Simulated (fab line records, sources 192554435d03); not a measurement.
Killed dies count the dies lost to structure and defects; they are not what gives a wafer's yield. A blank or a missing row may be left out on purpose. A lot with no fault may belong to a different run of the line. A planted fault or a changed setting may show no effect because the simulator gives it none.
Which tool was responsible? | flow n5 finfet | 33 wafers from 11 lots sampled at 4 of the route's 1938 steps

== WHAT EACH GAUGE READ, for each wafer ==
N5_BEOL_M6_CD_MEAS_28: the cd target is 40 nm. Usual: cd nm reads 40.01 nm (standard deviation 0.3).
lot  | measured     | on        | cd nm (nm)        | flag
L775 | day 8 08:39  | cd sem-02 | 40.05 39.83 39.86 |
L777 | day 9 03:19  | cd sem-02 | 40.29 40.26 40.26 |
L778 | day 9 11:53  | cd sem-02 | 40.46 41.05 40.84 |
L789 | day 13 00:28 | cd sem-01 | 40.02 40.56 40.21 |
L791 | day 13 00:50 | cd sem-02 | 40.32 40.72 40.12 |
L790 | day 13 03:12 | cd sem-01 | 39.35 39.68 39.59 |
L792 | day 13 06:22 | cd sem-03 | 40.13 39.80 39.93 |
L794 | day 13 15:52 | cd sem-03 | 39.91 40.43 40.31 |
L793 | day 14 02:03 | cd sem-03 | 40.06 40.00 39.66 |
L796 | day 14 16:20 | cd sem-02 | 40.14 40.14 40.49 |
L797 | day 15 00:02 | cd sem-01 | 40.22 39.78 40.31 |

N5_BEOL_M6_OVL_MEAS_29. Usual: V5_OVL gives 0.1 nm (standard deviation 0.87).
lot  | measured     | on         | V5_OVL (nm)    | flag
L775 | day 8 08:41  | overlay-01 | 1.6 2.1 0.6    |
L777 | day 9 03:21  | overlay-01 | -0.5 0.1 -0.5  |
L778 | day 9 11:55  | overlay-01 | 1.6 0.2 1.2    |
L789 | day 13 00:30 | overlay-02 | 0.1 1.2 -0.2   |
L791 | day 13 00:53 | overlay-01 | -1.8 -1.3 -1.0 |
L790 | day 13 03:14 | overlay-01 | -1.0 0.7 0.4   |
L792 | day 13 06:24 | overlay-02 | 0.1 0.1 -0.6   |
L794 | day 13 15:53 | overlay-02 | 0.1 -0.4 -0.6  |
L793 | day 14 02:05 | overlay-01 | -1.0 0.8 -0.3  |
L796 | day 14 16:23 | overlay-01 | -0.3 1.9 0.8   |
L797 | day 15 00:04 | overlay-02 | 1.6 2.3 2.0    |

== WHAT TOOL EACH LOT RAN ON (gives the tool, then ch and the chambers of the sampled wafers, and finally the start) ==
lot  | N5_BEOL_M6_ILD_DEP_00           | N5_BEOL_M6_EXPOSE_25
L775 | pecvd-01 ch 1,2, day 8 05:28    | euv scanner-02 ch 0, day 8 08:32
L777 | pecvd-01 ch 1, day 9 00:09      | euv scanner-02 ch 0, day 9 03:11
L778 | pecvd-04 ch 0,1, day 9 05:25    | euv scanner-02 ch 0, day 9 11:45
L789 | pecvd-04 ch 1,2, day 12 16:36   | euv scanner-01 ch 0, day 13 00:20
L791 | pecvd-04 ch 1,2, day 12 20:41   | euv scanner-01 ch 0, day 13 00:43
L790 | pecvd-04 ch 0,1, day 12 22:34   | euv scanner-02 ch 0, day 13 03:04
L792 | pecvd-02 ch 0,1,2, day 13 02:19 | euv scanner-02 ch 0, day 13 06:14
L794 | pecvd-01 ch 0,1,2, day 13 12:53 | euv scanner-01 ch 0, day 13 15:44
L793 | pecvd-04 ch 0,1,2, day 13 22:05 | euv scanner-02 ch 0, day 14 01:55
L796 | pecvd-04 ch 1,2, day 14 07:22   | euv scanner-02 ch 0, day 14 16:13
L797 | pecvd-01 ch 0,1,2, day 14 19:11 | euv scanner-02 ch 0, day 14 23:54
- N5_BEOL_M6_ILD_DEP_00: deposits SiCOH lowk from DEMS/porogen, target thk 179.75 nm, time 33.4 s.
- N5_BEOL_M6_EXPOSE_25: exposes mask V5, target cd 40 nm.

== AS READ BY THE TOOLS THEMSELVES (means over the sampled wafers that have a number; for cases with no such wafer, the mark the record gives instead) ==
N5_BEOL_M6_ILD_DEP_00. Usual: heater power outer w 148 W, standard deviation 35; heater power w 320 W, standard deviation 58; showerhead plenum p Torr 5.728 Torr, standard deviation 0.015; susceptor temp C 299.99 C, standard deviation 0.18; throttle valve pct 13.8 %, standard deviation 0.91.
lot  | tool     | heater power outer w (W) | heater power w (W) | showerhead plenum p Torr (Torr) | susceptor temp C (C) | throttle valve pct (%) | flag
L775 | pecvd-01 | 208                      | 418                | 5.723                           | 300.05               | 14.1                   |
L777 | pecvd-01 | 176                      | 365                | 5.715                           | 299.98               | 13.9                   |
L778 | pecvd-04 | 131                      | 288                | 5.735                           | 300.12               | 14.0                   |
L789 | pecvd-04 | 142                      | 287                | 5.736                           | 299.94               | 13.3                   |
L791 | pecvd-04 | 153                      | 307                | 5.747                           | 299.99               | 13.1                   |
L790 | pecvd-04 | 112                      | 258                | 5.739                           | 300.00               | 14.1                   |
L792 | pecvd-02 | 117                      | 272                | 5.750                           | 300.08               | 13.6                   |
L794 | pecvd-01 | 166                      | 352                | 5.710                           | 300.02               | 13.8                   |
L793 | pecvd-04 | 145                      | 319                | 5.735                           | 300.05               | 14.0                   |
L796 | pecvd-04 | 140                      | 291                | 5.738                           | 299.97               | 13.2                   |
L797 | pecvd-01 | 171                      | 358                | 5.716                           | 300.04               | 13.9                   |

== THE ANSWER, worked out from the rows above alone ==
Rule: lot off if the mean of its wafers having a number is beyond 3 standard deviations from the usual mean. Also off: a lot with no number at a reading for which 4 or more lots have one. All remaining lots with rows at the step are treated as sound. Order of review: gauges by route order, followed by the tools' own readings, for which a lot's mean as printed above is used. At the first step where some lot is off, the reading lying furthest off is the one used; lots without a number count as furthest.
No lot is off at any reading shown: from this, nothing can be told.

== WHAT HAD BEEN PUT IN BY THE SIMULATOR ==
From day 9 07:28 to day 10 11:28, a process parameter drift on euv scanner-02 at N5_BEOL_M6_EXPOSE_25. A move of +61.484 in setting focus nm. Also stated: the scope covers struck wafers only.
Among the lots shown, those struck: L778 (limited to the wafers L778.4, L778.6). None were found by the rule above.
